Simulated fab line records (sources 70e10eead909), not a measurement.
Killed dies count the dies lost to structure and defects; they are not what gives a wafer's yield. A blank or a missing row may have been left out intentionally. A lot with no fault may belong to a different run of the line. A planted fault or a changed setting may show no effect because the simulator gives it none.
Struck lot and sound lot, side by side -- flow nand-harc -- 13 steps out of a route of 1302
Sound: these wafers, L431.4, L431.5, L431.6. Wafers L418.1, L418.2, L418.6 were the ones struck. Last of all comes the cause.
For every step that has rows: the tool of each side, followed by ch and its chambers, followed by its first start. Under that, the readings that differ: sound wafers -- struck wafers -- difference of the means -- sigmas: that difference in standard deviations of wafers without a fault.
alike: readings with means less than 2 such deviations apart, plus words and numbers identical on both sides. not compared: withheld readings, readings lacking a value on some wafer, bounds such as >300 that could conceal the same value, and numbers that have no deviation in the record and whose values overlap.
The two part at a step that has a row with sigmas, a row that says differs or no value, or rows on one side only. Numbers that don't overlap but have no deviation are shown without sigmas and don't part them. A reading missing from all wafers of one side parts the sides only when that side holds two or more wafers.

first, 1 step without rows for these wafers: NHARC_P_M0_SRD_25.
NHARC_P_M0_INSPECT_27:
  struck on defect-inspect-02, day 8 12:59; sound on defect-inspect-01, day 13 22:35
  alike: raw-defect-count
NHARC_P_M0_PRE_CLEAN_31: time 12 s.
  sound on pecvd-04 ch 0,1,2, day 13 22:41; struck on pecvd-02 ch 0,2, day 8 13:03
  alike: heater-power-w
  not compared: since-wet-clean-h
NHARC_P_M0_DEP_32: deposits SiCN, target thk 30 nm.
  sound on pecvd-04 ch 0,1,2, day 13 22:51; struck on pecvd-02 ch 0,2, day 8 13:08
  alike: heater-power-w
  not compared: since-wet-clean-h
then, 7 steps without rows for these wafers: NHARC_P_M1_DEP_00 (deposits SiOC, target thk 182.5 nm); NHARC_P_M1_DEHYDRATE_01 (time 120 s); NHARC_P_M1_HMDS_02 (time 30 s); NHARC_P_M1_COAT_34 (time 65 s); NHARC_P_M1_COAT_03 (resist thk 90 nm); NHARC_P_M1_SOFTBAKE_04 (time 55 s); NHARC_P_M1_EBR_05.
NHARC_P_M1_EXPOSE_06: exposes mask P M1, target cd 130 nm.
  struck on arfi-scanner-02, day 8 14:14; sound on arfi-scanner-03 ch 0, day 13 23:50
  no value came back on the struck wafers for exposure-dose-mJ-cm2, focus-offset-nm (nm); on the sound wafers exposure-dose-mJ-cm2 reads 81.69 81.66 81.73
  alike: mask
then, 1 step without rows for these wafers: NHARC_P_M1_PEB_07 (peb time 65 s).

== WHERE THEY PART ==
At NHARC_P_M1_EXPOSE_06 and nowhere else, as far as this record goes.

WHY: what the simulator had put in
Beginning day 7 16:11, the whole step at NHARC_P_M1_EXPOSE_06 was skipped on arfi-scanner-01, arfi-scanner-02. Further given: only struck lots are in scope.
